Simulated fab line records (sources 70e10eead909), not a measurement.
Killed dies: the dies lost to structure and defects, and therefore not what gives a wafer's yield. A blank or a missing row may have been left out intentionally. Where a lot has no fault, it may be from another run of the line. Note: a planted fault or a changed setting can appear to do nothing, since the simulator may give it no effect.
fab line records | flow nand-harc
[record] lots = 6 | wafers = 16 | last-day = 34
route steps=1302 shown A_STAIRCASE@822
lots with no fault: from the same line, run without faults
start-h: the number of hours between the record's first day and the start of the first shown wafer of the lot | wait-h: hours from the lot's prior step to this one | " unchanged from the row above | L1.1+2: a single row standing in for several wafers | - either no value or no given start | * or withheld: withheld | < > ~ a bound
route shown NAME@n: names a module that has steps shown in the file, with the first one's number in the route | usual: mean/standard deviation taken from wafers without a fault | same: alike in all rows | chamber/n: place in a boat | sites: readings site by site | _std_site: standard deviation across them | _edge_site: mean of outer sites minus mean of inner sites | radius-mm: how far each site lies from the wafer's centre | mask NAME#n: copy n | behind: the most recent tool/chamber to have shaped the wafer | hold: what put the lot on hold/how long, in hours/how the hold closed | device: transistor that didn't switch, given as n, p or np | end of line: tests of these same wafers at the route's end | where a step has no rows: the recipe by itself | killed: dies that structure and defects cost at the first sort, which is not the same as the wafer's yield | map: the dies of a wafer, with x for killed, . for not killed, _ for no die there
set.NAME: setting as actually run; set.NAME@STEP: the setting as run at that earlier step | model.NAME: the simulator's own value behind a step, which no gauge read
a table for each step, a row for each wafer; lots at some steps of the route
services: the hour from which a tool's chamber was out of use, counted from the record's first day as start-h (under 0 if before that day), plus the number of hours and why
[[steps]]
[step NHARC_A_STAIRCASE_COAT_304]
[recipe] spin-rpm = 1200
[step NHARC_A_STAIRCASE_SOFTBAKE_305]
[recipe] temp-c = 135 | time-s = 170
[step NHARC_A_STAIRCASE_EBR_306]
[step NHARC_A_STAIRCASE_EXPOSE_307]
[recipe] na = 0.5 | dose-mj = 45.72 | mask-id = CHOP_50
[step NHARC_A_STAIRCASE_PEB_308]
[recipe] peb-temp-c = 115 | peb-time-s = 130
[step NHARC_A_STAIRCASE_DEVELOP_309]
[recipe] time-s = 140
[step NHARC_A_STAIRCASE_HARDBAKE_311]
[recipe] temp-c = 120 | time-s = 140
[step NHARC_A_STAIRCASE_DESCUM_312]
[recipe] time-s = 3 | o2-flow-sccm = 200 | ar-flow-sccm = 0 | bias-power-w = 0 | chemistry = O2
[usual] drypump-motor-current-A = 5.92/0.26 | oes-product-au = 0.999/0.011 | rf-vpp-V = 57.5/0.89 | showerhead-plenum-p-Torr = 1.86/0.091 | throttle-valve-pct = 11.312/0.0095
lot.wafer | tool        | chamber | start-h | wait-h | drypump-motor-current-A | oes-product-au | rf-hours-counter-h | rf-vpp-V | showerhead-plenum-p-Torr | throttle-valve-pct
L695.2    | rie-diel-06 | 2       | 426.10  | -      | 6.21                    | 0.983          | 33                 | 57.0     | 1.84                     | 11.325
L695.3    | "           | 3       | "       | "      | 5.75                    | 1.004          | 33                 | 58.8     | 2.07                     | 11.322
L695.6    | "           | 2       | "       | "      | 6.21                    | 0.980          | -                  | 58.5     | 1.84                     | 11.307
L699.1    | rie-diel-04 | 2       | 482.35  | -      | 6.11                    | 0.984          | 39                 | 56.3     | 1.81                     | 11.328
L699.3    | "           | 3       | "       | "      | 6.10                    | 0.991          | 40                 | 57.7     | 1.77                     | 11.313
L699.4    | "           | 1       | "       | "      | 5.98                    | 1.003          | 37                 | 58.2     | 1.83                     | 11.316
L707.1    | rie-diel-04 | 2       | 572.41  | -      | 6.14                    | 0.997          | 10                 | 58.3     | 1.80                     | 11.320
L707.5    | "           | 3       | "       | "      | 6.09                    | 0.999          | -                  | 58.0     | 2.07                     | 11.308
L708.4    | rie-diel-04 | 1       | 576.79  | -      | 5.94                    | 1.015          | 8                  | 58.4     | 1.82                     | 11.326
L708.5    | "           | 1       | "       | "      | 5.92                    | 1.002          | -                  | 57.0     | 1.82                     | 11.327
L711.3    | rie-diel-06 | 0       | 596.71  | -      | 5.16                    | 0.977          | 26                 | 57.0     | 1.90                     | 11.307
L711.1    | "           | 1       | "       | "      | 6.01                    | 1.017          | 35                 | 57.1     | 1.96                     | 11.308
L711.2    | "           | 3       | "       | "      | 5.79                    | 1.003          | 31                 | 57.8     | 2.05                     | 11.318
L712.1    | rie-diel-06 | 2       | 625.66  | -      | 6.21                    | 0.993          | 43                 | 56.8     | 1.82                     | 11.330
L712.2    | "           | 3       | "       | "      | 5.77                    | 1.009          | 39                 | 58.9     | 2.04                     | 11.313
L712.5    | "           | 2       | "       | "      | 6.21                    | 1.008          | -                  | 56.6     | 1.82                     | 11.306
[step NHARC_A_STAIRCASE_ETCH_313]
[recipe] cf4-flow-sccm = 100 | chf3-flow-sccm = 30 | ar-flow-sccm = 0 | rf-w = 500 | bias-w = 200 | chemistry = CF4/CHF3
[usual] chf3-flow-sccm = 30.00/0.09 | drypump-motor-current-A = 5.93/0.25 | oes-product-au = 0.930/0.019 | rf-vpp-V = 369.1/2.5 | showerhead-plenum-p-Torr = 1.53/0.071 | throttle-valve-pct = 16.801/0.0089
lot.wafer | tool        | chamber | start-h | wait-h | chf3-flow-sccm | drypump-motor-current-A | oes-product-au | rf-hours-counter-h | rf-vpp-V | showerhead-plenum-p-Torr | throttle-valve-pct
L695.3    | rie-diel-06 | 2       | 426.20  | 0.1    | 30.11          | 6.24                    | 0.908          | 33                 | 369.0    | 1.52                     | 16.799
L695.2    | "           | 0       | "       | "      | 30.18          | 5.21                    | 0.912          | 34                 | 371.7    | 1.57                     | 16.806
L695.6    | "           | 2       | "       | "      | 30.11          | 6.22                    | 0.911          | -                  | 367.9    | 1.52                     | 16.794
L699.1    | rie-diel-04 | 0       | 482.43  | 0.1    | 30.04          | 5.65                    | 0.928          | 37                 | 367.6    | 1.48                     | 16.803
L699.3    | "           | 1       | "       | "      | 30.08          | 5.98                    | 0.924          | 37                 | 369.4    | 1.50                     | 16.797
L699.4    | "           | 2       | "       | "      | 30.02          | 6.11                    | 0.918          | 39                 | 367.6    | 1.49                     | 16.804
L707.1    | rie-diel-04 | 0       | 572.51  | 0.1    | 30.02          | 5.63                    | 0.935          | 10                 | 365.9    | 1.47                     | 16.796
L707.5    | "           | 3       | "       | "      | 30.05          | 6.08                    | 0.929          | -                  | 375.5    | 1.70                     | 16.825
L708.4    | rie-diel-04 | 2       | 576.89  | 0.1    | 30.02          | 6.14                    | 0.923          | 12                 | 370.4    | 1.48                     | 16.817
L708.5    | "           | 3       | "       | "      | 30.02          | 6.12                    | 0.926          | -                  | 373.2    | 1.70                     | 16.807
L711.2    | rie-diel-06 | 1       | 596.80  | 0.1    | 30.15          | 6.03                    | 0.939          | 35                 | 372.2    | 1.61                     | 16.798
L711.1    | "           | 3       | "       | "      | 30.04          | 5.80                    | 0.925          | 31                 | 373.4    | 1.68                     | 16.790
L711.3    | "           | 0       | "       | "      | 30.00          | 5.13                    | 0.907          | 26                 | 370.2    | 1.56                     | 16.804
L712.1    | rie-diel-06 | 3       | 625.74  | 0.1    | 29.85          | 5.76                    | 0.929          | 39                 | 373.8    | 1.68                     | 16.795
L712.2    | "           | 2       | "       | "      | 30.08          | 6.22                    | 0.913          | 43                 | 368.5    | 1.50                     | 16.811
L712.5    | "           | 0       | "       | "      | 29.69          | 5.19                    | 0.917          | -                  | 371.2    | 1.56                     | 16.796
[step NHARC_A_STAIRCASE_HM_OPEN_463]
[recipe] o2-flow-sccm = 400 | cos-flow-sccm = 20 | ar-flow-sccm = 0 | rf-w = 500 | bias-w = 300 | chemistry = O2/COS
[usual] drypump-motor-current-A = 5.93/0.28 | oes-product-au = 1.000/0.011 | rf-vpp-V = 466/3.3 | showerhead-plenum-p-Torr = 3.05/0.15 | throttle-valve-pct = 28.329/0.0086
lot.wafer | tool        | chamber | start-h | wait-h | drypump-motor-current-A | oes-product-au | rf-hours-counter-h | rf-vpp-V | showerhead-plenum-p-Torr | throttle-valve-pct
L695.3    | rie-diel-06 | 3       | -       | -      | 5.79                    | 1.005          | 34                 | 471      | 3.36                     | 28.328
L695.2    | "           | 1       | "       | "      | 6.04                    | 1.022          | 16                 | 469      | 3.22                     | 28.323
L695.6    | "           | 0       | "       | "      | 5.15                    | 0.990          | -                  | 468      | 3.12                     | 28.329
L699.1    | rie-diel-04 | 0       | -       | -      | 5.64                    | 1.006          | 37                 | 462      | 2.93                     | 28.341
L699.3    | "           | 1       | "       | "      | 5.98                    | 0.997          | 37                 | 465      | 2.99                     | 28.324
L699.4    | "           | 2       | "       | "      | 6.11                    | 0.988          | 39                 | 465      | 2.96                     | 28.339
L707.1    | rie-diel-04 | 2       | -       | -      | 6.14                    | 1.003          | 10                 | 462      | 2.95                     | 28.316
L707.5    | "           | 3       | "       | "      | 6.10                    | 1.010          | -                  | 473      | 3.37                     | 28.325
L708.4    | rie-diel-04 | 3       | -       | -      | 6.12                    | 0.994          | 11                 | 473      | 3.37                     | 28.336
L708.5    | "           | 2       | "       | "      | 6.14                    | 0.990          | -                  | 463      | 2.95                     | 28.316
L711.3    | rie-diel-06 | 1       | -       | -      | 6.04                    | 1.017          | 35                 | 469      | 3.19                     | 28.333
L711.2    | "           | 2       | "       | "      | 6.23                    | 1.004          | 35                 | 465      | 2.98                     | 28.335
L711.1    | "           | 0       | "       | "      | 5.15                    | 0.988          | 26                 | 467      | 3.10                     | 28.338
L712.1    | rie-diel-06 | 2       | -       | -      | 6.23                    | 0.988          | 43                 | 463      | 2.98                     | 28.325
L712.2    | "           | 3       | "       | "      | 5.79                    | 0.998          | 39                 | 471      | 3.33                     | 28.321
L712.5    | "           | 1       | "       | "      | 6.01                    | 1.015          | -                  | 469      | 3.19                     | 28.333
[step NHARC_A_STAIRCASE_STRIP_464]
[recipe] o2-flow-sccm = 400 | cos-flow-sccm = 20 | ar-flow-sccm = 0 | bias-w = 0 | chemistry = O2/COS
[step NHARC_A_STAIRCASE_ETCH_453]
[recipe] target-depth-a = 300 | overetch-a = 30 | time-s = 16.5 | ion-energy-ev = 100 | cf4-flow-sccm = 80 | o2-flow-sccm = 20 | ar-flow-sccm = 0 | rf-w = 300 | bias-w = 100 | chemistry = CF4/O2
[usual] drypump-motor-current-A = 5.90/0.27 | oes_f_703_au = 1.000/0.0042 | oes-product-au = 1.001/0.011 | rf-vpp-V = 197.1/1.5 | showerhead-plenum-p-Torr = 1.30/0.064 | throttle-valve-pct = 13.399/0.0096
lot.wafer | tool        | chamber | start-h | wait-h | drypump-motor-current-A | oes_f_703_au | oes-product-au | rf-hours-counter-h | rf-vpp-V | showerhead-plenum-p-Torr | throttle-valve-pct
L695.2    | rie-diel-06 | 2       | 426.64  | -      | 6.22                    | 0.996        | 0.978          | 33                 | 198.1    | 1.29                     | 13.402
L695.3    | "           | 1       | "       | "      | 6.06                    | 0.997        | 0.998          | 16                 | 198.9    | 1.38                     | 13.398
L695.6    | "           | 2       | "       | "      | 6.21                    | 1.005        | 0.960          | -                  | 196.5    | 1.29                     | 13.390
L699.3    | rie-diel-04 | 0       | 482.88  | -      | 5.66                    | 1.000        | 1.006          | 37                 | 196.5    | 1.25                     | 13.401
L699.1    | "           | 1       | "       | "      | 5.96                    | 0.997        | 0.996          | 37                 | 197.9    | 1.27                     | 13.411
L699.4    | "           | 2       | "       | "      | 6.12                    | 0.990        | 0.983          | 39                 | 197.5    | 1.26                     | 13.393
L707.1    | rie-diel-04 | 1       | 573.07  | -      | 5.96                    | 0.995        | 0.955          | 7                  | 196.5    | 1.27                     | 13.405
L707.5    | "           | 3       | "       | "      | 6.07                    | 1.000        | 0.951          | -                  | 199.7    | 1.44                     | 13.393
L708.4    | rie-diel-04 | 1       | 577.32  | -      | 5.97                    | 0.997        | 1.005          | 8                  | 195.5    | 1.27                     | 13.390
L708.5    | "           | 1       | "       | "      | 5.97                    | 1.005        | 0.957          | -                  | 197.4    | 1.27                     | 13.397
L711.3    | rie-diel-06 | 3       | 597.25  | -      | 5.77                    | 0.993        | 1.014          | 31                 | 199.6    | 1.43                     | 13.411
L711.1    | "           | 0       | "       | "      | 5.17                    | 1.000        | 0.985          | 26                 | 198.4    | 1.33                     | 13.391
L711.2    | "           | 1       | "       | "      | 6.01                    | 1.002        | 1.028          | 35                 | 199.0    | 1.37                     | 13.392
L712.2    | rie-diel-06 | 1       | 626.19  | -      | 6.02                    | 0.998        | 1.014          | 39                 | 197.5    | 1.36                     | 13.381
L712.1    | "           | 0       | "       | "      | 5.15                    | 0.998        | 0.975          | 34                 | 198.3    | 1.32                     | 13.387
L712.5    | "           | 1       | "       | "      | 6.04                    | 1.001        | 1.012          | -                  | 198.5    | 1.36                     | 13.398
[step NHARC_A_STAIRCASE_ETCH_315]
[recipe] target-depth-a = 25000 | time-s = 607.1 | ion-energy-ev = 800 | c4f8-flow-sccm = 80 | o2-flow-sccm = 60 | ar-flow-sccm = withheld | rf-w = 600 | bias-w = 3000 | chemistry = C4F8/O2/Ar
[usual] oes-product-au = 0.932/0.012 | rf-vpp-V = 1819/11
lot.wafer | tool        | chamber | start-h | wait-h | oes-product-au | rf-hours-counter-h | rf-vpp-V
L695.3    | rie-diel-06 | 1       | -       | -      | 0.949          | 16                 | 1835
L695.2    | "           | 0       | "       | "      | 0.927          | 34                 | 1827
L695.6    | "           | 2       | "       | "      | 0.926          | -                  | 1817
L699.3    | rie-diel-04 | 2       | -       | -      | 0.913          | 39                 | 1813
L699.1    | "           | 3       | "       | "      | 0.907          | 40                 | 1808
L699.4    | "           | 0       | "       | "      | 0.942          | 37                 | 1811
L707.1    | rie-diel-04 | 1       | -       | -      | 0.931          | 7                  | 1815
L707.5    | "           | 1       | "       | "      | 0.927          | -                  | 1813
L708.4    | rie-diel-04 | 2       | -       | -      | 0.933          | 12                 | 1814
L708.5    | "           | 1       | "       | "      | 0.945          | -                  | 1815
L711.2    | rie-diel-06 | 1       | -       | -      | 0.946          | 35                 | 1833
L711.1    | "           | 2       | "       | "      | 0.933          | 35                 | 1816
L711.3    | "           | 3       | "       | "      | 0.926          | 31                 | 1844
L712.1    | rie-diel-06 | 1       | -       | -      | 0.930          | 39                 | 1833
L712.2    | "           | 3       | "       | "      | 0.932          | 39                 | 1843
L712.5    | "           | 1       | "       | "      | 0.942          | -                  | 1833
[[services]]
tool        | chamber | start-h | hours | kind
rie-diel-06 | 0       | 415.40  | -     | clean
rie-diel-06 | 1       | 415.40  | -     | clean
rie-diel-06 | 2       | 415.40  | -     | clean
rie-diel-06 | 3       | 415.40  | -     | clean
rie-diel-06 | 0       | 439.90  | -     | clean
rie-diel-06 | 1       | 439.90  | -     | clean
rie-diel-06 | 2       | 439.90  | -     | clean
rie-diel-06 | 3       | 439.90  | -     | clean
rie-diel-06 | 0       | 464.40  | -     | clean
rie-diel-06 | 1       | 464.40  | -     | clean
rie-diel-06 | 2       | 464.40  | -     | clean
rie-diel-06 | 3       | 464.40  | -     | clean
rie-diel-06 | -       | 485.34  | 9.0   | pm
rie-diel-06 | 0       | 485.34  | 9.0   | vent-cycle
rie-diel-06 | 1       | 485.34  | 9.0   | vent-cycle
rie-diel-06 | 2       | 485.34  | 9.0   | vent-cycle
rie-diel-06 | 3       | 485.34  | 9.0   | vent-cycle
rie-diel-04 | 2       | 506.47  | 6.2   | repair
rie-diel-06 | 0       | 524.67  | 9.9   | repair
rie-diel-04 | -       | 532.18  | 9.0   | pm
rie-diel-06 | 1       | 551.05  | 2.3   | repair
rie-diel-06 | 0       | 565.19  | 10.4  | repair
rie-diel-06 | 2       | 589.06  | 6.9   | repair
rie-diel-06 | 1       | 611.16  | 8.6   | repair
[[key]]
[first-sign] step = NHARC_A_STAIRCASE_ETCH_453 | reading = oes-product-au | direction = down | sigmas = 4.4 | usual = 1.001 | struck = 0.954
effect none on later readings
met-at NHARC_A_STAIRCASE_ETCH_453
struck-wafers L707.1,L707.5,L708.5
tester-left-out L707,L708
onset-between 482.88 573.07
[fault] kind = process-parameter-drift | tool = rie-diel-04 | chamber = - | onset-h = 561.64 | steps = NHARC_A_STAIRCASE_ETCH_453 | channel = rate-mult | offset = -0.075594 | shape = step | end-h = 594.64 | scope = struck-wafers-only
// tester-left-out: of these lots the tester's yield and bins aren't shown, on N5 and GAA mostly nor the transistor test; their killed dies are dies lost to structure and defects alone, not to doping, threshold or leakage, so they don't give the yield
